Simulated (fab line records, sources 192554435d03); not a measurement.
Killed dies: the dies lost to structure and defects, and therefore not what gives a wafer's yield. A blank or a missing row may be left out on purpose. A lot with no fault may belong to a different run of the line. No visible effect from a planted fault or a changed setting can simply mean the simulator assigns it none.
The tool behind it: which one? -- flow n5_finfet -- 10 lots with 30 wafers sampled at 5 steps, on a route of 1938 steps

WHAT EACH GAUGE READ, for each wafer
N5_START_INSPECT_01: inspects for defects (unpatterned scan). Usual: raw_defect_count at 6.3, with a standard deviation of 2.6.
lot,measured,on,raw_defect_count,flag
L700,day 1 18:02,defect_inspect-02,5 8 8,
L704,day 2 18:02,defect_inspect-01,4 5 8,
L706,day 3 06:02,defect_inspect-02,2 4 6,
L710,day 4 06:02,defect_inspect-01,7 3 11,
L713,day 5 00:02,defect_inspect-02,6 7 7,
L716,day 5 18:02,defect_inspect-01,11 2 4,
L717,day 6 00:02,defect_inspect-01,8 4 2,
L718,day 6 06:02,defect_inspect-01,6 8 5,
L719,day 6 12:02,defect_inspect-01,8 5 7,
L722,day 7 06:02,defect_inspect-02,4 4 4,

N5_ZERO_LAYER_CD_MEAS_11: target cd 2000 nm. Usual: cd_nm at 1999.0 nm, with a standard deviation of 2.9.
lot,measured,on,cd_nm (nm),flag
L700,day 1 18:46,cd_sem-01,1995.5 1997.1 1997.3,
L704,day 2 18:46,cd_sem-03,1992.5 1995.5 2000.3,
L706,day 3 06:39,cd_sem-01,1999.4 1999.5 1997.6,
L710,day 4 06:39,cd_sem-01,2003.9 2000.7 1999.4,
L713,day 5 00:40,cd_sem-01,2002.2 2001.2 2002.6,
L716,day 5 18:47,cd_sem-03,1997.7 1998.9 2000.4,
L717,day 6 00:38,cd_sem-03,2000.5 2002.0 1999.4,
L718,day 6 06:46,cd_sem-03,2005.5 2002.8 2003.9,
L719,day 6 12:39,cd_sem-01,2001.9 2000.8 2001.2,
L722,day 7 06:46,cd_sem-02,1999.4 1995.8 1993.4,

N5_BEOL_M4_RC_MEAS_101. Usual: DIBL_N 36.5 mV/V, standard deviation 2; DIBL_P 36.5 mV/V, standard deviation 2.3; IOFF_N 0.16 nA/um, standard deviation 0.036; IOFF_P 0.21 nA/um, standard deviation 0.037; ION_N 672 uA/um, standard deviation 12; ION_P 459 uA/um, standard deviation 7.1; SS_N 71.6 mV/dec, standard deviation 0.73; SS_P 73.4 mV/dec, standard deviation 0.76; VT_N 250 mV, standard deviation 3.3; VT_P -250.5 mV, standard deviation 2.9.
lot,measured,on,DIBL_N (mV/V),DIBL_P (mV/V),IOFF_N (nA/um),IOFF_P (nA/um),ION_N (uA/um),ION_P (uA/um),SS_N (mV/dec),SS_P (mV/dec),VT_N (mV),VT_P (mV),flag
L700,day 8 23:19,prober-02,37.5 39.7 38.2,37.7 40.1 38.4,0.16 0.20 0.17,0.22 0.25 0.23,672 676 673,459 464 461,71.8 72.6 72.1,74.5 74.9 74.8,248 248 250,-247.8 -246.5 -249.2,
L704,day 9 02:56,prober-01,32.9 36.0 31.2,33.3 36.4 31.0,0.11 0.15 0.10,0.17 0.21 0.14,671 682 672,465 468 465,70.6 70.7 69.7,72.2 73.5 72.0,253 249 257,-255.8 -247.8 -254.7,
L706,day 10 07:19,prober-01,36.5 38.1 37.2,35.9 39.1 37.3,0.14 0.18 0.16,0.19 0.24 0.21,661 683 671,453 469 459,72.5 72.6 72.4,72.6 73.7 73.2,251 249 249,-252.4 -247.1 -249.2,
L710,day 11 20:26,prober-02,36.6 37.0 34.1,37.2 38.1 34.2,0.17 0.18 0.12,0.23 0.26 0.18,675 684 662,462 472 460,71.1 71.7 70.6,73.9 74.2 72.3,250 246 255,-246.2 -246.1 -249.7,
L713,day 11 17:46,prober-02,38.6 36.4 38.8,38.0 35.2 38.0,0.19 0.14 0.18,0.24 0.18 0.23,666 649 664,449 452 457,72.4 72.4 72.6,73.0 72.6 73.2,248 254 253,-249.1 -252.1 -249.6,
L716,day 12 16:20,prober-01,36.3 36.5 36.8,34.2 35.2 35.0,0.15 0.15 0.15,0.18 0.19 0.19,670 683 663,454 465 453,71.7 71.3 72.0,73.4 73.0 73.7,251 248 254,-254.5 -249.9 -252.3,
L717,day 12 10:17,prober-02,35.3 35.1 36.7,33.9 33.6 35.6,0.13 0.13 0.15,0.20 0.19 0.23,667 671 679,463 464 470,70.7 70.4 71.5,72.7 72.4 73.3,253 252 249,-247.5 -250.6 -247.3,
L718,day 13 08:45,prober-02,36.0 32.4 38.2,36.4 33.5 40.1,0.16 0.12 0.22,0.20 0.16 0.26,654 668 693,452 463 474,72.2 70.2 72.2,73.7 72.5 73.2,251 250 244,-253.1 -252.6 -248.4,
L719,day 13 10:04,prober-02,36.7 38.1 38.2,36.8 38.8 38.9,0.15 0.17 0.17,0.20 0.22 0.23,670 671 678,454 458 458,71.4 71.5 72.2,73.5 73.9 73.0,253 248 249,-255.1 -251.8 -251.8,
L722,day 14 20:04,prober-01,38.1 39.1 38.8,40.2 40.6 41.3,0.19 0.22 0.21,0.21 0.23 0.23,671 682 675,457 457 456,71.6 72.8 72.4,75.2 74.2 74.7,249 246 248,-250.8 -251.5 -248.9,

TOOL THAT RAN EACH LOT (tool first, then ch and the chambers of the sampled wafers, then the start)
lot,N5_WELL_APT_IMPLANT_14,N5_PMOS_HMC_CHANNEL_EPI_STRIP_33
L700,"implanter-01 ch 0, day 1 20:13","rie_diel-04 ch 0,1,3, day 1 23:52"
L704,"implanter-01 ch 0, day 2 19:53","rie_diel-02 ch 0,1,2, day 2 23:35"
L706,"implanter-02 ch 0, day 3 07:55","rie_diel-04 ch 0,2,3, day 3 11:37"
L710,"implanter-01 ch 0, day 4 07:55","rie_diel-03 ch 0,1,3, day 4 12:05"
L713,"implanter-01 ch 0, day 5 02:43","rie_diel-03 ch 1,2, day 5 06:11"
L716,"implanter-02 ch 0, day 5 19:58","rie_diel-03 ch 0,1,2, day 5 23:21"
L717,"implanter-01 ch 0, day 6 01:49","rie_diel-03 ch 0,2, day 6 05:38"
L718,"implanter-02 ch 0, day 6 08:56","rie_diel-04 ch 1,2,3, day 6 13:25"
L719,"implanter-01 ch 0, day 6 15:42","rie_diel-03 ch 0,1,2, day 6 19:26"
L722,"implanter-02 ch 0, day 7 07:53","rie_diel-04 ch 1,2,3, day 7 11:43"
- N5_WELL_APT_IMPLANT_14
- N5_PMOS_HMC_CHANNEL_EPI_STRIP_33: strips in N2/H2.

WHAT THE TOOLS THEMSELVES READ (means of the sampled wafers that have a number; where no wafer has one, the mark that the record gives instead)
N5_WELL_APT_IMPLANT_14. Usual: end_station_pressure_torr 5.11e-06 Torr, standard deviation 2.8e-07; tilt_deg 0.003 degrees, standard deviation 0.019.
lot,tool,end_station_pressure_torr (Torr),tilt_deg (degrees),flag
L700,implanter-01,4.81e-06,0.007,
L704,implanter-01,5.28e-06,0.007,
L706,implanter-02,5.28e-06,0.018,
L710,implanter-01,5.16e-06,0.001,
L713,implanter-01,4.92e-06,0.008,
L716,implanter-02,5.35e-06,0.010,
L717,implanter-01,5.17e-06,-0.007,
L718,implanter-02,5.05e-06,0.000,
L719,implanter-01,5.18e-06,-0.006,
L722,implanter-02,5.06e-06,-0.005,

N5_PMOS_HMC_CHANNEL_EPI_STRIP_33. Usual: drypump_motor_current_A 5.7 A, standard deviation 0.55; oes_product_au 0.76 a.u., standard deviation 0.062; power_w 500.1 W, standard deviation 1.5; rf_vpp_V 54.0 V, standard deviation 1.7; showerhead_plenum_p_Torr 3.36 Torr, standard deviation 0.1; temp_c 40.01 C, standard deviation 0.12; throttle_valve_pct 19.0 %, standard deviation 0.32.
lot,tool,drypump_motor_current_A (A),oes_product_au (a.u.),power_w (W),rf_vpp_V (V),showerhead_plenum_p_Torr (Torr),temp_c (C),throttle_valve_pct (%),flag
L700,rie_diel-04,5.8,0.81,500.6,52.8,3.26,40.09,18.8,
L704,rie_diel-02,5.7,0.72,500.2,54.1,3.48,40.01,19.3,
L706,rie_diel-04,5.8,0.78,500.0,54.4,3.28,40.01,18.8,
L710,rie_diel-03,5.7,0.76,500.5,54.7,3.40,40.09,18.9,
L713,rie_diel-03,6.1,0.72,501.6,53.2,3.42,40.14,18.7,
L716,rie_diel-03,5.7,0.72,499.7,54.2,3.37,40.03,18.9,
L717,rie_diel-03,5.4,0.73,499.0,53.7,3.32,40.07,19.1,
L718,rie_diel-04,5.6,0.79,500.5,55.0,3.32,39.93,18.9,
L719,rie_diel-03,5.7,0.71,499.8,53.7,3.36,39.90,18.9,
L722,rie_diel-04,5.6,0.79,501.2,52.0,3.31,40.03,18.9,

THE ANSWER, worked out from the rows above alone
Rule: a lot is off if the mean of its wafers that have a number lies more than 3 standard deviations from the usual mean. Also off: a lot with no number at a reading for which 4 or more lots have one. The other lots that the step has rows for count as sound. First the gauges in route order, then the tools' own readings, where a lot's mean is used as printed above. The first step at which some lot is off is used, and at that step the reading that is off furthest; a lot without a number counts as furthest.
Across all readings shown, no lot is off: no conclusion can be drawn from this.

WHAT THE SIMULATOR HAD INSERTED
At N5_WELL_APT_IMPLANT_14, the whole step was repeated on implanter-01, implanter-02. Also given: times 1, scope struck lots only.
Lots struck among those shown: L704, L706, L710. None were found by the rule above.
